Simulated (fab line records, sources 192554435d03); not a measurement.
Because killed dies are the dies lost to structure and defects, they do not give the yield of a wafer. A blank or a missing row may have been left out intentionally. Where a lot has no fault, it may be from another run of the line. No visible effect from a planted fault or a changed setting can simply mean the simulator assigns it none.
Code-filled problem report in 8D (eight disciplines) form :: flow n5Finfet :: the parts of the form that need people (team, actions taken, sign-off) are left out

== 1. THE PROBLEM ==
Mean of rawDefectCount at N5_BEOL_M1_INSPECT_59: 1487 across 6 wafers in 2 lots; on wafers with no fault it is 70 (standard deviation 24). That puts it +59 standard deviations away from the usual mean.
The step: inspects for defects (darkfield).
Seen first at day 11 15:43 on defectInspect-01, wafer L250.3. The record holds 30 wafers of 10 lots with a number at this step. Rule for "out" (also "out of limits"): further than 4 standard deviations from the usual mean. All remaining wafers that have a number are taken as sound.

== 2. WHAT IT IS, WHAT IT ISN'T ==
question: which readings at this step
is: rawDefectCount
is not: -

question: which lots
is: L250, L254
is not: L236, L237, L238, L240, L242, L244, L245, L246

question: which wafers of those lots
is: all that have a number
is not: -

question: read on which gauges
is: defectInspect-01
is not: defectInspect-02

question: when
is: from day 11 15:43
is not: up to then (24 sound wafers)

== 3. SUSPECTS, AND WHAT RULES EACH OUT ==
Counting: a tool at a process step up to the reading stays a suspect if it ran every lot that is out and no sound lot after the first of them.
- ruled out: the gauge at N5_BEOL_M1_INSPECT_59. All the wafers that are out were read on defectInspect-01, but those of them that N5_PASSIVATION_PROBE_49 has rows for are out there too, on other tools.
- pvdSputter-03 at N5_BEOL_M1_SPUTTER_90 (material Cu, target thk 4.5 nm, time 8.29 s): kept. It ran every lot that is out, first L250 (day 11 13:58), and no sound lot after that; its last sound lot up to then is L246 (day 10 04:13).
- pvdSputter-03 at N5_BEOL_M1_SPUTTER_92 (material Cu, target thk 4.5 nm, time 8.29 s): kept. It ran every lot that is out, first L250 (day 11 14:11), and no sound lot after that; its last sound lot up to then is L246 (day 10 04:26).
- pvdSputter-03 at N5_BEOL_M1_ANNEAL_93 (time 240 s): kept. It ran every lot that is out, first L250 (day 11 14:16), and no sound lot after that; its last sound lot up to then is L246 (day 10 04:31).
- cvdCo-01 at N5_BEOL_M1_PRE_CLEAN_60 (time 15 s): kept. It ran every lot that is out, first L250 (day 11 15:28), and no sound lot after that; its last sound lot up to then is L246 (day 10 05:42).
Left after counting: pvdSputter-03 at N5_BEOL_M1_SPUTTER_90, pvdSputter-03 at N5_BEOL_M1_SPUTTER_92, pvdSputter-03 at N5_BEOL_M1_ANNEAL_93, cvdCo-01 at N5_BEOL_M1_PRE_CLEAN_60.

== 4. THE CAUSE (what the simulator had put in) ==
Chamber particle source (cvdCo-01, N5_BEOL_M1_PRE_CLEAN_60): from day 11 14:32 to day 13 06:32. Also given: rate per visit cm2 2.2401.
This tool is one of the 4 suspects left after counting.

== 5. THE CHAIN OF EFFECTS, in route order ==
Rows list readings where the struck wafers' mean (over those with a number) sits beyond 3 standard deviations from the usual. Scope: only readings with a usual standard deviation given in the record; hours: median across lots of the time from each lot's start at the first step in this table that gives one to its start at this step; sigmas: change in usual standard deviations.
hours: 0
step: N5_BEOL_M1_INSPECT_59
reading: rawDefectCount
usual: 70
on struck wafers: 1487
change: +1417
sigmas: +59

hours: 2
step: N5_BEOL_M2_INSPECT_13
reading: rawDefectCount
usual: 388
on struck wafers: 1766
change: +1378
sigmas: +16

hours: 140
step: N5_PASSIVATION_PROBE_49
reading: defectLimitedYield
usual: 91.6 %
on struck wafers: 80.7
change: -10.9
sigmas: -7.8

hours: 140
step: N5_PASSIVATION_PROBE_49
reading: killed_at_M0_to_M3
usual: 33
on struck wafers: 164
change: +131
sigmas: +14

hours: 140
step: N5_PASSIVATION_PROBE_49
reading: killedDies
usual: 99
on struck wafers: 227
change: +128
sigmas: +8.0

hours: 140
step: N5_PASSIVATION_PROBE_49
reading: sort_bin_5_function
usual: 4.9 %
on struck wafers: 10.9
change: +6.0
sigmas: +6.7

hours: 140
step: N5_PASSIVATION_PROBE_49
reading: sortNPass
usual: 1081
on struck wafers: 953
change: -128
sigmas: -8.0

hours: 140
step: N5_PASSIVATION_PROBE_49
reading: sortYieldPct
usual: 91.6 %
on struck wafers: 80.7
change: -10.9
sigmas: -7.8
Its process steps:
- N5_PASSIVATION_PROBE_49
Later measuring or inspecting steps at which every struck wafer that the step has a row for has a number for every such reading, and none has moved that far: N5_BEOL_M4_RC_MEAS_101.

== 6. HOW IT WOULD HAVE BEEN CAUGHT EARLIER ==
In this record the first reading out of limits at a measuring or inspecting step was taken at day 11 15:43, 1 hour after the fault began at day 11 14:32.
No tool reading at N5_BEOL_M1_PRE_CLEAN_60 that has a usual standard deviation in the record was out on any struck wafer, so an alarm limit of 4 standard deviations on those readings would not have fired.
Lots out: 2; of these, L254 started N5_BEOL_M1_PRE_CLEAN_60 on cvdCo-01 after day 11 15:43. Holding the tool at that time would have saved it.
